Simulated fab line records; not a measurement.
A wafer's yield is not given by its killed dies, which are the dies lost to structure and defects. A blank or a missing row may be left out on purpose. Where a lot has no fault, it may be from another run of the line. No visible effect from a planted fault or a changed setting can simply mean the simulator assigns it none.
Comparing a struck lot with a sound one	flow nand_harc	18 steps out of a route of 1302
Sound: the wafers L487.2, L487.5, L487.6. The struck wafers were L496.2, L496.4, L496.5. The cause comes at the end.
Each step with rows lists, per side, the tool, then ch with its chambers, then its first start. Under that, the readings that differ: sound wafers	struck wafers	difference of the means	sigmas: that difference in standard deviations of wafers without a fault.
alike: a reading whose means differ by less than 2 such deviations, as well as words and numbers matching on both sides. not compared: withheld readings; readings where some wafer has no value; bounds like >300 that might hide an equal value; numbers whose values overlap and for which the record gives no deviation.
A row with sigmas, a row that says differs or no value, or rows on one side alone: a step with any of these is where the two part. Numbers that don't overlap but have no deviation are shown without sigmas and don't part them. A reading that every wafer of one side lacks parts them only if that side has two wafers or more.

NHARC_P_M2_PRE_CLEAN_32: time 12 s.
  sound on pecvd-02 ch 1,2, day 10 09:40; struck on pecvd-04 ch 0,1,2, day 14 02:25
  alike: heater_power_w, rf_fwd_power_W
NHARC_P_M2_DEP_33: deposits SiCN, target thk 30 nm.
  sound on pecvd-02 ch 1,2, day 10 09:49; struck on pecvd-04 ch 0,1,2, day 14 02:32
  alike: heater_power_w, rf_fwd_power_W
NHARC_P_BONDPAD_DEP_00: deposits SiCN, target thk 250 nm.
  sound on pecvd-01 ch 0,1, day 10 10:14; struck on pecvd-04 ch 1,2
  alike: heater_power_w, rf_fwd_power_W
NHARC_P_BONDPAD_CMP_32: polishes SiCN, target thk 200 nm.
  sound on cmp-03 ch 1,2,3, day 10 10:37; struck on cmp-03 ch 0,2,3, day 14 03:23
  alike: motor_current_A
NHARC_P_BONDPAD_THK_MEAS_33: measures by ellipsometry.
  sound on film_metro-02, day 10 10:48; struck on film_metro-01, day 14 03:37
reading	sound	struck	difference	sigmas
thk_nm (nm)	199.9 202.7 202.8	198.5 197.5 198.6	-3.6	-2
then, 7 steps without rows for these wafers: NHARC_P_BONDPAD_SRD_34; NHARC_P_BONDPAD_DEHYDRATE_01 (time 120 s); NHARC_P_BONDPAD_HMDS_02 (time 30 s); NHARC_P_BONDPAD_COAT_36 (time 65 s); NHARC_P_BONDPAD_COAT_03 (resist thk 600 nm); NHARC_P_BONDPAD_SOFTBAKE_04 (time 70 s); NHARC_P_BONDPAD_EBR_05.
NHARC_P_BONDPAD_EXPOSE_06: exposes mask P BPAD.
  sound on krf_scanner-04 ch 0, day 10 11:05; struck on krf_scanner-02 ch 0, day 14 03:54
reading	sound	struck	difference	sigmas
exposure_dose_mJ_cm2	37.15 37.04 37.09	48.25 48.31 48.27	+11.18	+99 or more
  alike: mask, focus_offset_nm
then, 2 steps without rows for these wafers: NHARC_P_BONDPAD_PEB_07 (peb time 80 s); NHARC_P_BONDPAD_DEVELOP_08 (time 50 s).
NHARC_P_BONDPAD_CD_MEAS_09: the cd target is 500 nm.
  sound on cd_sem-02 ch 0, day 10 11:15; struck on cd_sem-02 ch 0, day 14 04:03
reading	sound	struck	difference	sigmas
cd_nm (nm)	502.1 500.1 498.1	510.5 510.9 510.1	+10.4	+5
NHARC_P_BONDPAD_OVL_MEAS_38:
  sound on overlay-01, day 10 11:20; struck on overlay-01, day 14 04:08
  alike: overlay_x_nm, overlay_y_nm
next, for these wafers, 1 step has no rows: NHARC_END_SORT_01.

## WHERE THEY PART
Earliest at NHARC_P_BONDPAD_THK_MEAS_33; latest, in this record, at NHARC_P_BONDPAD_CD_MEAS_09. Later steps at which nothing parts them and some readings are alike: NHARC_P_BONDPAD_OVL_MEAS_38.

WHY: the cause the simulator had injected
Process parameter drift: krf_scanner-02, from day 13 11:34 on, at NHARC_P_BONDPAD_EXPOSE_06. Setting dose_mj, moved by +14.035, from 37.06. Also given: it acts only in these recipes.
